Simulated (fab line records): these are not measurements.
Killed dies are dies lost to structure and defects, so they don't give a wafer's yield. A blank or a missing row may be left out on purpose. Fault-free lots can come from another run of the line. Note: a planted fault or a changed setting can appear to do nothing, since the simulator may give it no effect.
Lot-split experiment | flow n5 finfet | route with 1938 steps; 7 lots, 21 wafers read

## THE SPLIT
At N5_PMOS_HMC_CHANNEL_EPI_COAT_31 (time 60 s, resist thk 66 nm), the setting spin rpm was moved away from the recipe's 1500 rpm on 8 of the 21 wafers read, by -10.5% to +9.8%. All remaining wafers had this setting at the recipe value.

## FROM THE SPLIT TO THE READING: what the file shows between them, 2 steps
- N5_PMOS_HMC_CHANNEL_EPI_DEVELOP_08: develop time 30 s (also split here: develop time s)
- N5_PMOS_HMC_CHANNEL_EPI_DESCUM_14: chemistry O2, time 7.9 s

## THE READING
etch.depth nm (the simulator's own value, which no gauge read), in nm, at N5_PMOS_HMC_CHANNEL_EPI_ETCH_32 (etches BARC in N2/H2, stops on SiO2, target depth 85.8 nm, time 50.3 s). No usual value for it is given in the file. The 13 wafers here that ran the recipe average 65.89 nm, standard deviation 0.15 nm.

wafer  | tool, chamber at the split | spin rpm as run, rpm | against the recipe | etch.depth nm, nm | against lot-mates on the recipe
L074.2 | litho track-05, 0          | 1423                 | -5.1%              | 67.5              | +1.65
L074.4 | litho track-05, 0          | 1500                 | recipe             | 65.94             | -
L074.6 | litho track-05, 0          | 1500                 | recipe             | 65.77             | -
L077.1 | litho track-03, 0          | 1647                 | +9.8%              | 62.83             | -3.18
L077.2 | litho track-03, 0          | 1647                 | +9.8%              | 62.86             | -3.15
L077.4 | litho track-03, 0          | 1500                 | recipe             | 66.01             | -
L078.2 | litho track-02, 0          | 1427                 | -4.9%              | 67.57             | +1.59
L078.3 | litho track-02, 0          | 1427                 | -4.9%              | 67.84             | +1.86
L078.6 | litho track-02, 0          | 1500                 | recipe             | 65.98             | -
L087.1 | litho track-03, 0          | 1500                 | recipe             | 65.88             | -
L087.6 | litho track-03, 0          | 1500                 | recipe             | 65.88             | -
L087.2 | litho track-03, 0          | 1500                 | recipe             | 66.02             | -
L089.4 | litho track-02, 0          | 1343                 | -10.5%             | 69.71             | +3.68
L089.5 | litho track-02, 0          | 1343                 | -10.5%             | 69.79             | +3.76
L089.6 | litho track-02, 0          | 1500                 | recipe             | 66.03             | -
L090.1 | litho track-02, 0          | 1500                 | recipe             | 65.62             | -
L090.4 | litho track-02, 0          | 1500                 | recipe             | 65.8              | -
L090.6 | litho track-02, 0          | 1500                 | recipe             | 65.66             | -
L091.2 | litho track-03, 0          | 1500                 | recipe             | 66.16             | -
L091.5 | litho track-03, 0          | 1500                 | recipe             | 65.86             | -
L091.6 | litho track-03, 0          | 1559                 | +3.9%              | 64.6              | -1.41

FIT RESULTS
A straight line over all 21 wafers: etch.depth nm changes by -0.341 nm for each +1% of spin rpm; r = -0.99; the points scatter about the line by 0.18 nm.
The same after taking each lot's own level away (the mean of its wafers on the recipe; 21 wafers): -0.34 nm for each +1%; r = -1.00; scatter 0.11 nm.
That fit puts the effect of the largest move of spin rpm on the reading at 3.6 nm.
Across the lots, their own levels run from 65.693 to 66.030 nm, a range of 2.3 times the standard deviation given above.
Hence the lot-to-lot level has little effect on the slope; both slopes agree.
Check: with one of the wafers moved furthest among these (-10.5%) left out of the fit, the line predicts +3.56 nm for it against its lot-mates. It came out at +3.68 nm against them.

## THE OTHER SPLITS THESE WAFERS WENT THROUGH
These wafers also went through other splits before the reading. Each is held against what the fit with the lots' levels taken away leaves over:
other split on the same wafers                    | wafers away from the commonest value | r with etch.depth nm (lot level and that fit taken away)
N5_ZERO_LAYER_PECVD_02 time s                     | 3                                    | -0.01
N5_ZERO_LAYER_COAT_05 spin rpm                    | 6                                    | +0.23
N5_PMOS_HMC_CHANNEL_EPI_DEVELOP_08 develop time s | 7                                    | -0.06

## THE WHOLE CHAIN: every reading that the file lists as answering this split, in the file's order
step                            | what it does                                                           | reading                                                                                      | change (the file's fit)               | r (the file's)
N5_PMOS_HMC_CHANNEL_EPI_COAT_31 | time 60 s, resist thk 66 nm                                            | BARC_of_PMOS_HMC_CHANNEL_EPI_COAT_31.thk nm (the simulator's own value, which no gauge read) | -0.341 nm for each +1% of the setting | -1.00
N5_PMOS_HMC_CHANNEL_EPI_ETCH_32 | etches BARC in N2/H2, stops on SiO2, target depth 85.8 nm, time 50.3 s | etch.depth nm (the simulator's own value, which no gauge read)                               | -0.341 nm for each +1% of the setting | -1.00

## THE FILE'S OWN FIT
etch.depth nm changes by -0.341 nm for each +1% of spin rpm, r = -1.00.
